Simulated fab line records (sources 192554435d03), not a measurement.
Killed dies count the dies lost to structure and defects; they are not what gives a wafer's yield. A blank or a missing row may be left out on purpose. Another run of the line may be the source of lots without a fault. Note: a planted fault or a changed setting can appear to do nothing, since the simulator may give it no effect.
fab line records ; flow n5Finfet
record: lots: 4; wafers: 12; lastDay: 18
route steps=1938 shown BEOL_M2@857 BEOL_M4@1111
lots untouched by any fault: they come from a run of this same line in which no faults occurred
startH: hours from the record's first day to the start of the lot's first wafer shown ; waitH: hours elapsed since this lot's preceding step ; " unchanged from the row above ; L1.1+2: a single row standing in for several wafers ; - no value present, or no start provided ; * or withheld: withheld ; < > ~ a bound
route shown NAME@n: a module of which the file shows steps, and the number in the route of the first ; usual: mean/standard deviation taken from wafers without a fault ; same: alike in all rows ; chamber/n: place in a boat ; sites: the reading at each site ; _std_site: standard deviation across them ; _edge_site: the outer-site mean with the inner-site mean subtracted ; radiusMm: how far each site lies from the wafer's centre ; mask NAME#n: copy n ; behind: the last tool/chamber to shape the wafer ; hold: why the lot was held/for how many hours/how that ended ; device: which transistor (n, p or np) failed to switch ; end of line: tests run on the same wafers once the route is complete ; where a step has no rows: the recipe by itself ; killed: count of dies lost to structure and defects at first sort (not the wafer's yield) ; map: shows each die of a wafer: x if killed, . if not, _ if none is there
set.NAME: the run value of the setting; set.NAME@STEP: its run value at that earlier step ; model.NAME: the simulator's own value behind a step, which no gauge read
lots at some steps of the route; a table a step, a row a wafer
services: the hour from which a tool's chamber was out of use, counted from the record's first day as startH (under 0 if before that day), plus the number of hours and why
== steps ==
step: N5_BEOL_M2_DESCUM_16
recipe: chemistry: O2; timeS: 7; sourcePowerW: 50; biasPowerW: 20; pressureMtorr: 20; rfFrequencyHz: 2.712e+07; tempC: 40; resist: CAR-EUV; o2FlowSccm: 225
step: N5_BEOL_M2_ETCH_74
recipe: chemistry: N2/H2; target: underlayer; targetDepthA: 65; maskMaterial: CAR-EUV; timeS: 5.2; ionEnergyEv: 200; pressureMtorr: 30; sourceW: 840; biasW: 150; n2FlowSccm: 200; h2FlowSccm: 200; ends: cleared
step: N5_BEOL_M2_ETCH_63
recipe: chemistry: CF4; target: SiARC; targetDepthA: 156; maskMaterial: CAR-EUV; timeS: 26; ionEnergyEv: 80; pressureMtorr: 40; sourceW: 545; biasW: 36; Ar_flow_sccm: 100; cf4FlowSccm: 100; ends: cleared
step: N5_BEOL_M2_ETCH_64
recipe: chemistry: N2/H2; target: SOC; targetDepthA: 750; overetchA: 225; maskMaterial: SiARC; tempC: 40; timeS: 121.9; ionEnergyEv: 200; pressureMtorr: 30; sourceW: 840; biasW: 150; n2FlowSccm: 200; h2FlowSccm: 200
step: N5_BEOL_M2_STRIP_65
recipe: chemistry: N2/H2; tempC: 40; n2FlowSccm: 200; h2FlowSccm: 200; rfFrequencyHz: 6e+07
step: N5_BEOL_M2_STRIP_75
recipe: chemistry: N2/H2; tempC: 40; n2FlowSccm: 200; h2FlowSccm: 200; rfFrequencyHz: 6e+07
step: N5_BEOL_M2_STRIP_66
recipe: chemistry: CF4; resist: SiARC; powerW: 300; biasPowerW: 75; pressureMtorr: 50; cf4FlowSccm: 150; rfFrequencyHz: 6e+07
step: N5_BEOL_M2_HM_OPEN_17
recipe: chemistry: Cl2/BCl3; targetDepthA: 200; overetchA: 60; target: TiN; maskMaterial: SOC; ionEnergyEv: 150; pressureMtorr: 10; icpW: 1000; biasW: 126; Cl2_flow_sccm: 53.25; bcl3FlowSccm: 21.75; Ar_flow_sccm: 25
step: N5_BEOL_M2_STRIP_19
recipe: chemistry: O2; powerW: 400; tempC: 40; pressureMtorr: 30; rfFrequencyHz: 6e+07; biasPowerW: 0; overashFraction: 0.2; o2FlowSccm: 225
step: N5_BEOL_M2_COAT_67
recipe: resist: SOC; tempC: 250; timeS: 60; spinRpm: 1500; resistThkNm: 60
step: N5_BEOL_M2_COAT_68
recipe: resist: SiARC; tempC: 220; timeS: 60; spinRpm: 1500; resistThkNm: 12
usual: spinSpeedRpm: 1500.1/1
lot.wafer;tool;chamber;startH;waitH;spinSpeedRpm;model.SiARC_of_BEOL_M2_COAT_68.thkNm
L812.1;lithoTrack-05;0;141.73;-;1500.2;12
L812.2;lithoTrack-05;0;141.73;-;1500.8;12
L812.6;lithoTrack-05;0;141.73;-;1501.5;12
L824.1;lithoTrack-05;0;215.41;-;1805.9;11
L824.2;lithoTrack-05;0;215.41;-;1807.1;11
L824.5;lithoTrack-05;0;215.41;-;1806.2;11
L826.1;lithoTrack-05;0;224.74;-;1807.8;11
L826.2;lithoTrack-05;0;224.74;-;1807.5;11
L826.3;lithoTrack-05;0;224.74;-;1808.1;11
L830.1;lithoTrack-01;0;247.74;-;1499.5;12
L830.3;lithoTrack-01;0;247.74;-;1499.5;12
L830.4;lithoTrack-01;0;247.74;-;1499.8;12
step: N5_BEOL_M2_COAT_76
recipe: resist: underlayer; tempC: 205; timeS: 60; spinRpm: 1500; resistThkNm: 5
step: N5_BEOL_M2_COAT_22
recipe: resist: CAR-EUV; spinRpm: 1500; resistThkNm: 30
step: N5_BEOL_M2_EBR_24
recipe: solvent: PGMEA; ebrWidthMm: 1.5
step: N5_BEOL_M2_SOFTBAKE_23
recipe: tempC: 110; timeS: 60; resist: CAR-EUV
step: N5_BEOL_M2_EXPOSE_25
recipe: maskId: V1; na: 0.33; sourceShape: quasar; sigmaInner: 0.2; sigmaOuter: 0.8; polarization: unpolarized; defocusNm: 5; doseMj: 63
step: N5_BEOL_M2_PEB_26
recipe: pebTempC: 100; pebTimeS: 60; resist: CAR-EUV
step: N5_BEOL_M2_DEVELOP_27
recipe: developTimeS: 30; developer: TMAH; resist: CAR-EUV; rinseLiquid: surfactantRinse; dry: airSpin; devTempC: 23
step: N5_BEOL_M2_DESCUM_33
recipe: chemistry: O2; timeS: 7; sourcePowerW: 50; biasPowerW: 20; pressureMtorr: 20; rfFrequencyHz: 2.712e+07; tempC: 40; resist: CAR-EUV; o2FlowSccm: 225
step: N5_BEOL_M2_ETCH_77
recipe: chemistry: N2/H2; target: underlayer; targetDepthA: 65; maskMaterial: CAR-EUV; timeS: 5.2; ionEnergyEv: 200; pressureMtorr: 30; sourceW: 840; biasW: 150; n2FlowSccm: 200; h2FlowSccm: 200; ends: cleared
step: N5_BEOL_M2_ETCH_69
recipe: chemistry: CF4; target: SiARC; targetDepthA: 156; maskMaterial: CAR-EUV; timeS: 26; ionEnergyEv: 80; pressureMtorr: 40; sourceW: 545; biasW: 36; Ar_flow_sccm: 100; cf4FlowSccm: 100; ends: cleared
usual: drypumpMotorCurrentA: 5.6/0.56; etchRfOnTimeS: 26.6/0.66; oesProductAu: 0.62/0.045; rfVppV: 183.7/1.2; showerheadPlenumPTorr: 2.11/0.069; throttleValvePct: 15.74/0.29
lot.wafer;tool;chamber;startH;waitH;drypumpMotorCurrentA;etchRfOnTimeS;oesProductAu;rfHoursCounterH;rfVppV;showerheadPlenumPTorr;throttleValvePct;model.etch.depthNm;model.CAR-EUV_of_BEOL_M2_COAT_22.thkNm
L812.1;rieDiel-05;1;142.62;0.0;6.7;26.7;0.66;103;184.8;2.16;15.25;11.95;11.2
L812.2;rieDiel-05;2;142.62;0.0;6.2;26.4;0.62;189;183.2;2.14;15.96;12;11.2
L812.6;rieDiel-05;0;142.62;0.0;6.4;24.9;0.71;-;184.3;2.17;15.63;11.99;11.2
L824.1;rieDiel-06;2;215.87;0.0;4.9;25.1;0.56;222;183.5;2.20;16.09;10.95;12
L824.2;rieDiel-06;3;215.87;0.0;5.0;24.3;0.61;190;183.4;2.05;15.34;10.93;11.8
L824.5;rieDiel-06;3;215.87;0.0;5.0;24.1;0.60;-;183.8;2.05;15.32;10.93;12
L826.1;rieDiel-06;0;225.20;0.0;5.8;24.2;0.59;230;182.2;2.02;15.90;10.93;11.8
L826.2;rieDiel-06;2;225.20;0.0;4.9;24.9;0.57;225;184.8;2.20;16.07;10.9;11.8
L826.3;rieDiel-06;1;225.20;0.0;5.5;24.0;0.59;204;184.3;2.04;16.02;10.94;12
L830.1;rieDiel-06;3;248.19;0.0;5.0;26.6;0.60;198;182.5;2.05;15.36;11.98;11.2
L830.3;rieDiel-06;0;248.19;0.0;5.7;26.6;0.58;237;180.8;2.02;15.92;11.99;11.2
L830.4;rieDiel-06;2;248.19;0.0;4.9;27.6;0.56;232;185.7;2.20;16.09;12.01;11.2
step: N5_BEOL_M2_ALD_98
recipe: material: SiO2; targetThkA: 25; tempC: 100; aldPrecursorFamily: BDEAS; aldCoReactant: O2-plasma; pulseTimeS: 1; coReactantPulseTimeS: 1; purgeTimeS: 2; coReactantPurgeTimeS: 2; aldCycles: 17; pressureTorr: 2
step: N5_BEOL_M2_ETCHBACK_99
recipe: chemistry: CHF3; target: SiO2; targetDepthA: 50; timeS: 10.4; sourceW: 215; biasW: 47; Ar_flow_sccm: 200; CHF3_flow_sccm: 12; ionEnergyEv: 100; pressureMtorr: 30
usual: drypumpMotorCurrentA: 5.9/0.55; oesProductAu: 0.74/0.049; rfVppV: 243/4.8; showerheadPlenumPTorr: 2.15/0.071; throttleValvePct: 17.17/0.26
lot.wafer;tool;chamber;startH;waitH;drypumpMotorCurrentA;oesProductAu;rfHoursCounterH;rfVppV;showerheadPlenumPTorr;throttleValvePct;model.CAR-EUV_of_BEOL_M2_COAT_22.thkNm
L812.1;rieDiel-06;1;144.27;1.5;5.5;0.71;174;250;2.05;17.43;10.6
L812.2;rieDiel-06;3;144.27;1.5;5.0;0.72;170;242;2.06;16.72;10.4
L812.6;rieDiel-06;3;144.27;1.5;5.0;0.73;-;243;2.06;16.71;10.6
L824.1;rieDiel-05;2;224.83;8.5;6.2;0.69;212;240;2.15;17.48;11.2
L824.2;rieDiel-05;3;224.83;8.5;5.5;0.82;64;245;2.10;16.96;11.2
L824.5;rieDiel-05;0;224.83;8.5;6.4;0.81;-;246;2.18;17.15;11.2
L826.1;rieDiel-02;1;243.87;18.5;6.7;0.80;102;237;2.27;16.86;11
L826.2;rieDiel-02;2;243.87;18.5;6.1;0.74;133;243;2.15;17.08;11.2
L826.3;rieDiel-02;0;243.87;18.5;5.7;0.76;170;250;2.15;17.18;11.2
L830.1;rieDiel-06;3;266.78;18.5;5.0;0.70;204;243;2.05;16.77;10.6
L830.3;rieDiel-06;0;266.78;18.5;5.8;0.68;244;234;2.02;17.36;10.4
L830.4;rieDiel-06;1;266.78;18.5;5.5;0.68;218;249;2.04;17.55;10.4
step: N5_BEOL_M2_ETCH_70
recipe: chemistry: N2/H2; target: SOC; targetDepthA: 800; overetchA: 240; maskMaterial: SiARC; tempC: 40; timeS: 130; ionEnergyEv: 200; pressureMtorr: 30; sourceW: 840; biasW: 150; n2FlowSccm: 200; h2FlowSccm: 200
usual: drypumpMotorCurrentA: 5.9/0.55; h2FlowSccm: 200.0/0.57; oesProductAu: 0.55/0.034; rfVppV: 523.6/2.2; showerheadPlenumPTorr: 2.53/0.078; throttleValvePct: 17.8/0.31
lot.wafer;tool;chamber;startH;waitH;drypumpMotorCurrentA;h2FlowSccm;oesProductAu;rfHoursCounterH;rfVppV;showerheadPlenumPTorr;throttleValvePct;model.SiARC_of_BEOL_M2_COAT_68.thkNm
L812.1;rieDiel-06;1;144.31;0.0;5.5;199.3;0.53;174;520.9;2.43;18.2;5.6
L812.2;rieDiel-06;3;144.31;0.0;5.0;200.9;0.55;170;521.1;2.44;17.5;6
L812.6;rieDiel-06;3;144.31;0.0;5.0;199.4;0.54;-;521.0;2.44;17.5;5.8
L824.1;rieDiel-05;2;224.87;0.0;6.3;200.8;0.52;212;523.0;2.53;18.3;5
L824.2;rieDiel-05;3;224.87;0.0;5.5;200.6;0.62;64;522.5;2.48;17.7;4.8
L824.5;rieDiel-05;0;224.87;0.0;6.4;199.1;0.59;-;524.2;2.56;17.8;4.4
L826.1;rieDiel-02;1;243.90;0.0;6.7;199.8;0.58;102;527.2;2.66;17.4;4.8
L826.2;rieDiel-02;2;243.90;0.0;6.1;200.2;0.56;134;523.0;2.56;17.9;4.8
L826.3;rieDiel-02;0;243.90;0.0;5.7;199.0;0.56;170;523.0;2.52;17.8;4.6
L830.1;rieDiel-06;3;266.82;0.0;5.0;200.6;0.52;204;520.3;2.43;17.5;6
L830.3;rieDiel-06;0;266.82;0.0;5.8;199.6;0.51;244;519.5;2.39;18.1;6.2
L830.4;rieDiel-06;1;266.82;0.0;5.5;200.8;0.51;218;520.0;2.41;18.3;5.8
step: N5_BEOL_M2_STRIP_71
recipe: chemistry: N2/H2; tempC: 40; n2FlowSccm: 200; h2FlowSccm: 200; rfFrequencyHz: 6e+07
step: N5_BEOL_M4_RC_MEAS_101
usual: DIBL_N: 36.3/2; DIBL_P: 36.3/2.4; IOFF_N: 0.16/0.034; IOFF_P: 0.21/0.035; ION_N: 672/12; ION_P: 459/6.5; SS_N: 71.6/0.67; SS_P: 73.3/0.71; VT_N: 250/3.5; VT_P: -251/3
lot.wafer;tool;chamber;startH;waitH;DIBL_N[mV/V];DIBL_P[mV/V];IOFF_N[nA/um];IOFF_P[nA/um];ION_N[uA/um];ION_P[uA/um];SS_N[mV/dec];SS_P[mV/dec];VT_N[mV];VT_P[mV]
L812.1;prober-01;0;170.75;0.0;36.0;36.4;0.15;0.22;663;464;71.3;73.3;252;-248
L812.2;prober-01;0;170.75;0.0;38.0;38.6;0.20;0.26;674;460;71.9;73.5;246;-247
L812.6;prober-01;0;170.75;0.0;36.7;37.0;0.16;0.22;662;457;72.2;73.6;251;-248
L824.1;prober-01;0;261.26;0.0;39.2;41.3;0.21;0.29;671;462;72.9;74.2;249;-248
L824.2;prober-01;0;261.26;0.0;38.7;40.3;0.22;0.28;682;465;73.0;75.1;249;-242
L824.5;prober-01;0;261.26;0.0;36.1;38.5;0.17;0.24;670;455;72.0;75.0;253;-247
L826.1;prober-01;0;286.38;0.0;35.8;36.9;0.16;0.23;665;459;71.2;72.6;248;-249
L826.2;prober-01;0;286.38;0.0;35.9;35.9;0.16;0.22;663;457;72.1;73.2;247;-246
L826.3;prober-01;0;286.38;0.0;37.4;37.9;0.19;0.26;681;467;72.0;73.2;247;-247
L830.1;prober-02;0;308.21;0.0;37.4;37.5;0.17;0.20;680;459;71.4;73.3;249;-252
L830.3;prober-02;0;308.21;0.0;37.2;36.5;0.17;0.19;679;454;72.1;73.0;249;-252
L830.4;prober-02;0;308.21;0.0;35.2;35.1;0.14;0.17;676;457;71.1;73.0;249;-256
== services ==
tool;chamber;startH;hours;kind
rieDiel-06;2;122.85;3.9;repair
rieDiel-06;0;138.95;18.3;repair
rieDiel-05;-;146.10;14.6;pm
lithoTrack-05;-;157.26;-;consumableReplace:filter
rieDiel-05;0;161.45;14.5;repair
lithoTrack-01;-;170.04;-;consumableReplace:filter
rieDiel-05;2;176.47;4.3;repair
rieDiel-02;-;212.23;1.0;repair
rieDiel-06;-;227.77;0.4;repair
rieDiel-05;3;229.94;6.9;repair
rieDiel-05;2;235.44;7.4;repair
rieDiel-05;-;260.09;1.4;repair
== key ==
firstSign: step: N5_BEOL_M2_COAT_68; reading: spinSpeedRpm; direction: up; sigmas: 99+; usual: *; struck: *
effect: step: N5_BEOL_M2_ETCH_69; reading: etchRfOnTimeS; direction: down; sigmas: 3.2; usual: *; struck: *
modelEffect: step: N5_BEOL_M2_COAT_68; value: SiARC_of_BEOL_M2_COAT_68.thkNm; without: 12; struck: 11
modelEffect: step: N5_BEOL_M2_ETCH_69; value: etch.depthNm; without: 12; struck: 10.93
modelEffect: step: N5_BEOL_M2_ETCHBACK_99; value: CAR-EUV_of_BEOL_M2_COAT_22.thkNm; without: 10.37; struck: 11.17
modelEffect: step: N5_BEOL_M2_ETCH_70; value: SiARC_of_BEOL_M2_COAT_68.thkNm; without: 5.833; struck: 4.733
metAt N5_BEOL_M2_COAT_68
struckWafers L824.1,L824.2,L824.5,L826.1,L826.2,L826.3
onsetBetween 141.73 215.41
fault: kind: processParameterDrift; tool: lithoTrack-05; chamber: -; onsetH: 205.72; steps: N5_BEOL_M2_COAT_68; channel: spinRpm; offset: *; shape: step; endH: 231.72; actsIn: *; stated: *
